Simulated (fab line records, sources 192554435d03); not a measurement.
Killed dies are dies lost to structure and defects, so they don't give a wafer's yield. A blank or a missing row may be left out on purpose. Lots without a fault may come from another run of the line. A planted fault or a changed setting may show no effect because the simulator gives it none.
Which tool did it? | flow n5_finfet | 24 lots, 72 wafers sampled, at 6 steps of a route of 1938

WHAT THE GAUGES READ, wafer by wafer
N5_FIN_SAQP_THK_MEAS_05. Usual: thk_nm 38.0 nm, standard deviation 0.59.
lot  | measured    | on            | thk_nm (nm)    | flag
L074 | day 1 21:02 | film_metro-01 | 37.2 38.4 37.8 |
L075 | day 2 03:33 | film_metro-02 | 36.8 38.5 37.6 |
L076 | day 2 09:15 | film_metro-01 | 37.7 38.2 38.2 |
L077 | day 2 15:21 | film_metro-02 | 38.2 38.1 38.6 |
L078 | day 2 21:08 | film_metro-01 | 38.1 37.5 38.0 |
L079 | day 3 02:40 | film_metro-01 | 37.9 38.7 38.3 |
L080 | day 3 09:00 | film_metro-01 | 38.1 38.1 39.1 |
L081 | day 3 14:47 | film_metro-02 | 37.8 38.4 37.8 |
L082 | day 3 21:08 | film_metro-01 | 38.2 37.6 38.1 |
L083 | day 4 04:56 | film_metro-02 | 37.8 38.2 38.3 |
L084 | day 4 09:47 | film_metro-02 | 37.9 37.8 38.7 |
L085 | day 4 15:17 | film_metro-02 | 37.7 38.0 38.7 |
L086 | day 4 21:02 | film_metro-01 | 38.4 38.8 39.7 |
L087 | day 5 08:16 | film_metro-02 | 37.5 38.1 38.0 |
L088 | day 5 11:05 | film_metro-02 | 37.8 37.8 38.4 |
L089 | day 5 15:01 | film_metro-01 | 38.7 38.8 38.9 |
L090 | day 5 21:46 | film_metro-02 | 37.5 37.6 37.8 |
L091 | day 6 03:01 | film_metro-01 | 38.0 37.1 37.9 |
L092 | day 6 09:53 | film_metro-01 | 38.2 37.9 37.6 |
L093 | day 6 14:44 | film_metro-02 | 37.7 37.9 38.4 |
L094 | day 6 21:06 | film_metro-02 | 38.1 37.3 38.4 |
L095 | day 7 02:34 | film_metro-02 | 37.8 38.4 38.0 |
L096 | day 7 10:04 | film_metro-02 | 37.8 36.3 37.4 |
L097 | day 7 14:57 | film_metro-02 | 38.3 38.4 38.8 |

N5_FIN_CUT_INSPECT_17: inspects for defects (brightfield). Usual: raw_defect_count 230, standard deviation 61.
lot  | measured    | on                | raw_defect_count | flag
L074 | day 2 03:28 | defect_inspect-01 | 232 210 273      |
L075 | day 2 11:02 | defect_inspect-01 | 279 334 278      |
L076 | day 2 16:28 | defect_inspect-01 | 237 198 186      |
L077 | day 2 22:01 | defect_inspect-02 | 202 224 228      |
L078 | day 3 03:34 | defect_inspect-01 | 333 367 254      |
L079 | day 3 09:11 | defect_inspect-02 | 242 114 171      |
L080 | day 3 15:49 | defect_inspect-01 | 252 291 293      |
L081 | day 3 21:42 | defect_inspect-02 | 263 183 144      |
L082 | day 4 04:22 | defect_inspect-02 | 256 189 187      |
L083 | day 4 12:01 | defect_inspect-01 | 174 181 188      |
L084 | day 4 16:12 | defect_inspect-01 | 180 197 167      |
L085 | day 4 23:21 | defect_inspect-01 | 257 132 147      |
L086 | day 5 07:25 | defect_inspect-01 | 283 226 243      |
L087 | day 5 16:02 | defect_inspect-01 | 300 276 160      |
L088 | day 5 18:02 | defect_inspect-02 | 154 160 190      |
L089 | day 5 22:29 | defect_inspect-01 | 227 354 251      |
L090 | day 6 05:22 | defect_inspect-01 | 314 223 240      |
L091 | day 6 10:32 | defect_inspect-01 | 271 209 236      |
L092 | day 6 17:44 | defect_inspect-01 | 235 352 266      |
L093 | day 6 22:40 | defect_inspect-02 | 230 281 281      |
L094 | day 7 03:36 | defect_inspect-01 | 170 191 154      |
L095 | day 7 10:19 | defect_inspect-01 | 216 224 328      |
L096 | day 7 17:23 | defect_inspect-02 | 164 153 236      |
L097 | day 7 22:30 | defect_inspect-01 | 189 328 218      |

N5_STI_FIN_REVEAL_INSPECT_13: inspects for defects (darkfield). Usual: raw_defect_count 12, standard deviation 5.5.
lot  | measured    | on                | raw_defect_count | flag
L074 | day 2 12:33 | defect_inspect-02 | 21 12 18         |
L075 | day 2 20:40 | defect_inspect-01 | 8 9 16           |
L076 | day 3 11:13 | defect_inspect-01 | 6 6 5            |
L077 | day 3 13:41 | defect_inspect-02 | 10 23 13         |
L078 | day 3 19:40 | defect_inspect-01 | 13 18 8          |
L079 | day 3 20:44 | defect_inspect-01 | 25 11 11         |
L080 | day 4 00:50 | defect_inspect-02 | 8 12 10          |
L081 | day 4 07:11 | defect_inspect-02 | 12 6 12          |
L082 | day 4 13:28 | defect_inspect-01 | 10 8 14          |
L083 | day 4 21:56 | defect_inspect-02 | 9 14 14          |
L084 | day 5 00:56 | defect_inspect-01 | 5 7 12           |
L085 | day 5 10:26 | defect_inspect-01 | 14 10 11         |
L086 | day 5 18:32 | defect_inspect-01 | 9 6 9            |
L087 | day 6 01:03 | defect_inspect-02 | 16 6 9           |
L088 | day 6 03:20 | defect_inspect-01 | 10 13 7          |
L089 | day 6 07:59 | defect_inspect-01 | 16 9 7           |
L090 | day 6 14:29 | defect_inspect-02 | 11 7 31          |
L091 | day 6 20:09 | defect_inspect-02 | 17 14 12         |
L092 | day 7 02:34 | defect_inspect-01 | 9 11 14          |
L093 | day 7 08:46 | defect_inspect-01 | 16 22 10         |
L094 | day 7 12:22 | defect_inspect-02 | 9 12 9           |
L095 | day 7 19:36 | defect_inspect-01 | 12 6 10          |
L096 | day 8 03:28 | defect_inspect-02 | 9 14 17          |
L097 | day 8 07:13 | defect_inspect-02 | 6 11 9           |

N5_DUMMY_GATE_THK_MEAS_05. Usual: thk_nm 72.3 nm, standard deviation 1.
lot  | measured    | on            | thk_nm (nm)    | flag
L074 | day 2 16:44 | film_metro-02 | 72.1 72.7 72.6 |
L075 | day 3 01:18 | film_metro-02 | 72.5 73.0 71.8 |
L076 | day 3 16:14 | film_metro-02 | 71.8 70.8 72.8 |
L077 | day 3 20:14 | film_metro-02 | 70.2 72.3 71.2 |
L078 | day 3 23:51 | film_metro-02 | 73.4 73.1 72.0 |
L079 | day 4 03:39 | film_metro-01 | 72.4 72.0 71.2 |
L080 | day 4 07:32 | film_metro-01 | 73.0 72.9 74.1 |
L081 | day 4 13:20 | film_metro-02 | 71.7 72.2 71.1 |
L082 | day 4 17:38 | film_metro-01 | 72.2 72.2 72.9 |
L083 | day 5 03:02 | film_metro-02 | 71.3 71.3 71.0 |
L084 | day 5 06:14 | film_metro-01 | 72.6 72.1 71.9 |
L085 | day 5 15:23 | film_metro-02 | 71.7 72.2 71.9 |
L086 | day 5 22:47 | film_metro-02 | 73.1 71.6 72.3 |
L087 | day 6 05:43 | film_metro-02 | 71.5 72.6 72.2 |
L088 | day 6 08:38 | film_metro-02 | 71.8 71.1 71.0 |
L089 | day 6 12:23 | film_metro-01 | 73.2 71.5 72.9 |
L090 | day 6 23:46 | film_metro-01 | 72.5 73.1 73.8 |
L091 | day 7 05:14 | film_metro-01 | 71.5 73.2 73.0 |
L092 | day 7 08:11 | film_metro-02 | 73.9 73.1 74.7 |
L093 | day 7 15:06 | film_metro-01 | 71.9 70.5 71.5 |
L094 | day 7 16:33 | film_metro-01 | 71.3 70.9 71.0 |
L095 | day 7 23:59 | film_metro-01 | 72.1 71.6 72.9 |
L096 | day 8 07:38 | film_metro-01 | 71.0 72.8 73.1 |
L097 | day 8 11:24 | film_metro-02 | 75.4 75.2 73.6 |

WHICH TOOL RAN EACH LOT (tool, then ch and the chambers of the sampled wafers, then the start)
lot  | N5_ZERO_LAYER_ETCH_17             | N5_STI_FIN_REVEAL_ETCH_34
L074 | rie_diel-01 ch 0,2,3, day 1 12:50 | rie_si-06 ch 1,3, day 2 11:52
L075 | rie_diel-01 ch 0,1,3, day 1 18:43 | rie_si-02 ch 0,1,3, day 2 19:50
L076 | rie_diel-05 ch 1,2,3, day 2 01:03 | rie_si-03 ch 0,2,3, day 3 10:31
L077 | rie_diel-06 ch 0,2, day 2 06:46   | rie_si-06 ch 0,3, day 3 12:58
L078 | rie_diel-05 ch 0,1,3, day 2 12:43 | rie_si-03 ch 0,1, day 3 18:57
L079 | rie_diel-06 ch 0,3, day 2 18:43   | rie_si-02 ch 0,1,2, day 3 20:02
L080 | rie_diel-01 ch 0,2, day 3 00:50   | rie_si-02 ch 1,2, day 4 00:08
L081 | rie_diel-05 ch 0,1,3, day 3 06:52 | rie_si-02 ch 1,2,3, day 4 06:30
L082 | rie_diel-05 ch 2,3, day 3 12:44   | rie_si-03 ch 2,3, day 4 12:46
L083 | rie_diel-01 ch 0,1,2, day 3 20:01 | rie_si-03 ch 0,2,3, day 4 21:14
L084 | rie_diel-05 ch 0,2,3, day 4 00:57 | rie_si-06 ch 0,2,3, day 5 00:13
L085 | rie_diel-06 ch 1,2, day 4 06:50   | rie_si-06 ch 1,2, day 5 09:43
L086 | rie_diel-05 ch 1,2, day 4 12:53   | rie_si-06 ch 2,3, day 5 17:50
L087 | rie_diel-05 ch 0,1,2, day 4 18:44 | rie_si-06 ch 0,1,2, day 6 00:22
L088 | rie_diel-05 ch 1,2,3, day 5 00:46 | rie_si-02 ch 0,2,3, day 6 02:38
L089 | rie_diel-01 ch 2,3, day 5 06:45   | rie_si-03 ch 0,3, day 6 07:17
L090 | rie_diel-05 ch 0,2, day 5 12:43   | rie_si-02 ch 0,1,3, day 6 13:48
L091 | rie_diel-05 ch 0,3, day 5 18:43   | rie_si-03 ch 0,1,2, day 6 19:27
L092 | rie_diel-01 ch 0,1,2, day 6 00:50 | rie_si-02 ch 0,2,3, day 7 01:53
L093 | rie_diel-01 ch 0,1, day 6 06:50   | rie_si-06 ch 1,2, day 7 08:03
L094 | rie_diel-05 ch 1,2,3, day 6 12:50 | rie_si-02 ch 1,3, day 7 11:41
L095 | rie_diel-06 ch 0,2,3, day 6 18:44 | rie_si-06 ch 0,3, day 7 18:53
L096 | rie_diel-06 ch 0,3, day 7 01:16   | rie_si-06 ch 0,3, day 8 02:46
L097 | rie_diel-05 ch 0,2, day 7 06:50   | rie_si-02 ch 1,2, day 8 06:31
- N5_ZERO_LAYER_ETCH_17: etches SiO2 in CF4, target depth 12 nm, time 13.3 s.
- N5_STI_FIN_REVEAL_ETCH_34: etches Si in H2, material Si, target depth 0.97 nm.

WHAT THE TOOLS THEMSELVES READ (means of the sampled wafers that have a number; where no wafer has one, the mark that the record gives instead)
N5_ZERO_LAYER_ETCH_17. Usual: bias_w 215.0 W, standard deviation 0.63; drypump_motor_current_A 5.8 A, standard deviation 0.38; mfc_ar_sccm 100.0 sccm, standard deviation 0.31; oes_product_au 0.76 a.u., standard deviation 0.061; rf_vpp_V 949 V, standard deviation 5.1; showerhead_plenum_p_Torr 2.16 Torr, standard deviation 0.081; throttle_valve_pct 15.65 %, standard deviation 0.22.
lot  | tool        | bias_w (W) | drypump_motor_current_A (A) | mfc_ar_sccm (sccm) | oes_product_au (a.u.) | rf_vpp_V (V) | showerhead_plenum_p_Torr (Torr) | throttle_valve_pct (%) | flag
L074 | rie_diel-01 | 214.9      | 5.9                         | 100.1              | 0.81                  | 952          | 2.20                            | 15.52                  |
L075 | rie_diel-01 | 215.1      | 5.8                         | 100.1              | 0.83                  | 955          | 2.25                            | 15.45                  |
L076 | rie_diel-05 | 215.3      | 5.8                         | 99.8               | 0.74                  | 949          | 2.17                            | 15.65                  |
L077 | rie_diel-06 | 215.2      | 5.4                         | 100.2              | 0.72                  | 945          | 2.07                            | 15.96                  |
L078 | rie_diel-05 | 215.0      | 5.8                         | 99.8               | 0.75                  | 947          | 2.13                            | 15.66                  |
L079 | rie_diel-06 | 214.2      | 5.8                         | 99.5               | 0.80                  | 948          | 2.14                            | 15.79                  |
L080 | rie_diel-01 | 216.1      | 5.8                         | 100.0              | 0.84                  | 952          | 2.21                            | 15.59                  |
L081 | rie_diel-05 | 215.3      | 5.8                         | 100.1              | 0.76                  | 947          | 2.13                            | 15.67                  |
L082 | rie_diel-05 | 214.8      | 5.7                         | 100.1              | 0.71                  | 953          | 2.21                            | 15.80                  |
L083 | rie_diel-01 | 214.7      | 6.1                         | 99.9               | 0.82                  | 952          | 2.19                            | 15.44                  |
L084 | rie_diel-05 | 215.1      | 5.7                         | 100.1              | 0.74                  | 950          | 2.17                            | 15.79                  |
L085 | rie_diel-06 | 215.5      | 6.0                         | 100.1              | 0.86                  | 951          | 2.18                            | 15.53                  |
L086 | rie_diel-05 | 214.7      | 5.8                         | 99.8               | 0.70                  | 949          | 2.15                            | 15.67                  |
L087 | rie_diel-05 | 214.8      | 5.7                         | 100.0              | 0.73                  | 947          | 2.10                            | 15.69                  |
L088 | rie_diel-05 | 214.6      | 5.8                         | 100.5              | 0.71                  | 950          | 2.16                            | 15.69                  |
L089 | rie_diel-01 | 214.5      | 5.9                         | 99.7               | 0.74                  | 950          | 2.17                            | 15.54                  |
L090 | rie_diel-05 | 214.4      | 5.6                         | 100.2              | 0.75                  | 947          | 2.11                            | 15.82                  |
L091 | rie_diel-05 | 215.8      | 5.6                         | 100.0              | 0.75                  | 948          | 2.13                            | 15.82                  |
L092 | rie_diel-01 | 215.3      | 6.1                         | 99.8               | 0.81                  | 952          | 2.19                            | 15.48                  |
L093 | rie_diel-01 | 214.2      | 5.8                         | 100.2              | 0.84                  | 956          | 2.26                            | 15.55                  |
L094 | rie_diel-05 | 214.9      | 5.8                         | 99.5               | 0.70                  | 950          | 2.16                            | 15.71                  |
L095 | rie_diel-06 | 214.5      | 5.9                         | 99.9               | 0.73                  | 946          | 2.11                            | 15.83                  |
L096 | rie_diel-06 | 215.6      | 5.8                         | 99.9               | 0.77                  | 948          | 2.13                            | 15.85                  |
L097 | rie_diel-05 | 214.7      | 5.6                         | 100.1              | 0.71                  | 949          | 2.15                            | 15.85                  |

N5_STI_FIN_REVEAL_ETCH_34. Usual: drypump_motor_current_A 5.8 A, standard deviation 0.32; he_backside_leak_sccm 2.7 sccm, standard deviation 0.33; oes_product_au 1.001 a.u., standard deviation 0.018; throttle_valve_pct 25.6 %, standard deviation 0.4.
lot  | tool      | drypump_motor_current_A (A) | he_backside_leak_sccm (sccm) | oes_product_au (a.u.) | throttle_valve_pct (%) | flag
L074 | rie_si-06 | 6.1                         | 2.9                          | 1.027                 | 25.3                   |
L075 | rie_si-02 | 6.2                         | 3.0                          | 0.990                 | 25.6                   |
L076 | rie_si-03 | 5.6                         | 2.9                          | 1.012                 | 25.9                   |
L077 | rie_si-06 | 5.8                         | 2.5                          | 1.000                 | 25.2                   |
L078 | rie_si-03 | 5.7                         | 2.5                          | 0.997                 | 25.5                   |
L079 | rie_si-02 | 5.9                         | 2.7                          | 0.998                 | 25.6                   |
L080 | rie_si-02 | 5.7                         | 2.5                          | 1.009                 | 25.2                   |
L081 | rie_si-02 | 5.8                         | 2.5                          | 0.981                 | 25.6                   |
L082 | rie_si-03 | 5.7                         | 3.2                          | 0.994                 | 25.9                   |
L083 | rie_si-03 | 5.6                         | 2.9                          | 0.998                 | 25.9                   |
L084 | rie_si-06 | 5.8                         | 2.6                          | 0.997                 | 25.4                   |
L085 | rie_si-06 | 5.8                         | 2.5                          | 1.004                 | 25.7                   |
L086 | rie_si-06 | 5.8                         | 2.5                          | 0.998                 | 25.6                   |
L087 | rie_si-06 | 5.9                         | 2.7                          | 1.003                 | 25.5                   |
L088 | rie_si-02 | 6.1                         | 2.9                          | 1.002                 | 26.0                   |
L089 | rie_si-03 | 5.5                         | 2.7                          | 1.016                 | 25.9                   |
L090 | rie_si-02 | 6.2                         | 2.8                          | 0.984                 | 25.6                   |
L091 | rie_si-03 | 5.7                         | 2.8                          | 0.999                 | 25.7                   |
L092 | rie_si-02 | 6.1                         | 2.8                          | 0.999                 | 26.0                   |
L093 | rie_si-06 | 6.0                         | 2.9                          | 1.016                 | 25.5                   |
L094 | rie_si-02 | 6.1                         | 2.7                          | 0.985                 | 25.6                   |
L095 | rie_si-06 | 5.8                         | 2.6                          | 1.000                 | 25.3                   |
L096 | rie_si-06 | 5.9                         | 3.2                          | 0.997                 | 25.2                   |
L097 | rie_si-02 | 5.7                         | 2.5                          | 0.992                 | 25.2                   |

THE ANSWER, worked out from the rows above alone
Rule: a lot is off if the mean of its wafers that have a number lies more than 3 standard deviations from the usual mean. A lot without any number at a reading at which 4 lots or more have one is off too. The other lots that the step has rows for count as sound. The gauges are gone through in route order, then the tools' own readings, and for those a lot's mean is taken as printed above. The first step at which some lot is off is used, and at that step the reading that is off furthest; a lot without a number counts as furthest.
No lot is off at any reading shown: from this, nothing can be told.

WHAT THE SIMULATOR HAD PUT IN
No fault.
